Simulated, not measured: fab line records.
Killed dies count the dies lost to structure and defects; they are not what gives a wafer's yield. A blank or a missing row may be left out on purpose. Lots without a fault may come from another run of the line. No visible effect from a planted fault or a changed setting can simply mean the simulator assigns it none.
Code-filled problem report in 8D (eight disciplines) form :: flow nandHarc :: the parts of the form that need people (team, actions taken, sign-off) are left out

== 1. WHAT WENT WRONG ==
Wafers without a fault read 1003 nm, standard deviation 11; thkNm at NHARC_A_ONON_D2_THK_MEAS_24 reads a mean of 286 nm on 6 wafers belonging to 2 lots. Measured from the usual mean, that is -65 standard deviations.
The step: measures by ellipsometry.
Seen first at day 16 15:45 on filmMetro-01, wafer L485.1. Wafers with a number at this step in the record: 33, from 11 lots. By rule, "out" or "out of limits" means more than 4 standard deviations away from the usual mean. Any other wafer with a number is counted as sound.

== 2. WHAT IT IS, WHAT IT ISN'T ==
question: which readings at this step
is: thkNm
is not: -

question: which lots
is: L485, L486
is not: L478, L479, L492, L493, L494, L495, L496, L497, L498

question: which wafers of those lots
is: all that have a number
is not: -

question: read on which gauges
is: filmMetro-01
is not: filmMetro-02

question: when
is: from day 16 15:45
is not: up to then (6 sound wafers); but 21 sound wafers of L492, L493, L494, L495, L496, L497, L498 came after

== 3. THE SUSPECTS, EACH WITH WHAT RULES IT OUT ==
Counting: any tool at a process step up to the reading is kept as a suspect provided that every lot that is out went through it and no sound lot did after the first of them.
- the gauge at NHARC_A_ONON_D2_THK_MEAS_24 is ruled out. All the wafers that are out were read on filmMetro-01, but those of them that NHARC_END_SORT_01 has rows for are out there too, on other tools.
- harEtch-01 at NHARC_A_CHANNEL_HOLE_D1_ETCH_26 (etches the open film in C4F8/O2/Ar, time 224.1 s, target depth 300 nm): ruled out as a lasting fault. Following L485 (day 12 15:46), the first lot on it that is out, the sound lots L492, L494, L495, L496, L498 were run on it.
- rieDiel-05 at NHARC_A_CHANNEL_HOLE_D1_ETCH_44 (etches the open film in CF4/O2, target depth 140 nm, overetch 14 nm, time 77 s): ruled out as a lasting fault. Following L485 (day 12 16:44), the first lot on it that is out, the sound lots L492, L493, L494, L497 were run on it.
- rieDiel-05 at NHARC_A_CHANNEL_HOLE_D1_STRIP_27 (strips in O2): ruled out as a lasting fault. Following L485 (day 16 15:15), the first lot on it that is out, the sound lots L492, L493, L494, L497 were run on it. With no start given for some of its lots, NHARC_A_CHANNEL_HOLE_D1_STRIP_27 uses the hours and lot order of NHARC_A_ONON_D2_DEP_22.
- pecvdOnon-01 at NHARC_A_ONON_D2_DEP_22 (target thk 1000 nm): ruled out as a lasting fault. Following L485 (day 16 15:15), the first lot on it that is out, the sound lots L494, L495, L497, L498 were run on it.
Left after counting: nothing in the record.

== 4. THE CAUSE (what the simulator had put in) ==
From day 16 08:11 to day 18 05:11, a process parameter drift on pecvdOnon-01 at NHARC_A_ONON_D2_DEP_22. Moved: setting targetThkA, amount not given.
The count ruled it out by mistake, since the rule takes a fault to strike every lot its tool runs from the start of the fault on, and this one did not do so.

== 5. SEQUENCE OF EFFECTS, ordered by route ==
Each row: a reading where the mean over the struck wafers with a number is more than 3 standard deviations away from the usual. Readings are gone through only where the record gives a usual standard deviation; hours: the median, over the lots, of the time from a lot's start at the first step in this table giving one to that lot's start at this step; sigmas: the change measured in usual standard deviations.
hours: 0
step: NHARC_A_ONON_D2_THK_MEAS_24
reading: thkNm
usual: 1003 nm
on struck wafers: 286
change: -718
sigmas: -65

hours: 277
step: NHARC_END_SORT_01
reading: killedAtArray
usual: 55
on struck wafers: 668
change: +614
sigmas: +28

hours: 277
step: NHARC_END_SORT_01
reading: killedDies
usual: 59
on struck wafers: 677
change: +618
sigmas: +28

== 6. HOW IT WOULD HAVE BEEN CAUGHT EARLIER ==
8 hours passed between the start of the fault at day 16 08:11 and the first reading out of limits at a measuring or inspecting step in this record, taken at day 16 15:45.
